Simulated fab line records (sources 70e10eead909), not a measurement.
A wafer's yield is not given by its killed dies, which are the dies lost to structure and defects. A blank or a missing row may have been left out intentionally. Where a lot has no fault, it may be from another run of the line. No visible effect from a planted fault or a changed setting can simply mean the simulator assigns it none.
Which tool did it? + flow nandHarc + 6 lots with 18 wafers sampled at 5 steps, on a route of 1302 steps

WHAT EACH GAUGE READ, for each wafer
NHARC_END_SORT_01.
| lot  | measured     | on        | killedAtArray |
|------|--------------|-----------|---------------|
| L436 | day 30 10:14 | prober-01 | 70 116 69     |

EACH LOT AND THE TOOL THAT RAN IT (in order: tool; ch and the chambers of the sampled wafers; start)
| lot  | NHARC_A_WL_FILL_STRIP_28           | NHARC_A_BONDPAD_DESCUM_11       | NHARC_HYBRID_BOND_ACTIVATE_00     | NHARC_THIN_TSV_ETCH_36           |
|------|------------------------------------|---------------------------------|-----------------------------------|----------------------------------|
| L422 | wetBench-04 ch 2,3,4, day 20 22:05 | rieDiel-06 ch 0,3, day 23 13:08 | rieDiel-05 ch 0,3, day 23 15:46   | rieMetal-01 ch 0,1, day 24 16:40 |
| L425 | wetBench-07 ch 0,6,7, day 22 00:17 | rieDiel-12 ch 0,3, day 24 13:49 | rieDiel-05 ch 2,3, day 24 16:52   | rieMetal-02 ch 0,1, day 25 11:56 |
| L428 | wetBench-07 ch 0,4,7, day 23 21:10 | rieDiel-01 ch 0,1, day 26 15:10 | rieDiel-05 ch 0,1,3, day 26 17:50 | rieMetal-01 ch 0,1, day 27 14:47 |
| L431 | wetBench-07 ch 1,6,7, day 24 22:09 | rieDiel-06 ch 0,3, day 27 15:08 | rieDiel-05 ch 0,2, day 27 17:46   | rieMetal-02 ch 0,1, day 28 16:28 |
| L436 | wetBench-07 ch 0,5,6, day 26 05:47 | rieDiel-12 ch 1,2, day 29 01:03 | rieDiel-05 ch 0,1, day 29 03:54   | rieMetal-02 ch 0,1, day 29 22:29 |
| L444 | wetBench-05 ch 3,6,7, day 30 04:48 | rieDiel-01 ch 0,2, day 33 00:01 | rieDiel-05 ch 0,1,3, day 33 02:44 | rieMetal-01 ch 0, day 34 00:03   |
- NHARC_A_WL_FILL_STRIP_28: strips in post etch residue remover, time 1200 s.
- NHARC_A_BONDPAD_DESCUM_11: chemistry O2, time 3 s.
- NHARC_HYBRID_BOND_ACTIVATE_00: chemistry N2, time 60 s.
- NHARC_THIN_TSV_ETCH_36: etches the open film in Cl2/BCl3, target depth 65 nm, time 18.571 s.

THE ANSWER, worked out from the rows above alone
Rule: the usual values come from the lots themselves. Put in order of their means at a reading, lots are off if they are a third of the lots or fewer, leave a main group of 4 or more, and stand apart from it by a gap of 3 or more times the standard deviation of the main group's means; of several such gaps the widest counts. If all means in a main group match to the digits the tables above print for the reading, that group is not used. A lot without any number at a reading at which 4 lots or more have one is off too. Any other lot the step has rows for is counted as sound.
Nothing can be told from this: no lot is off at any reading shown.

WHAT THE SIMULATOR HAD INSERTED
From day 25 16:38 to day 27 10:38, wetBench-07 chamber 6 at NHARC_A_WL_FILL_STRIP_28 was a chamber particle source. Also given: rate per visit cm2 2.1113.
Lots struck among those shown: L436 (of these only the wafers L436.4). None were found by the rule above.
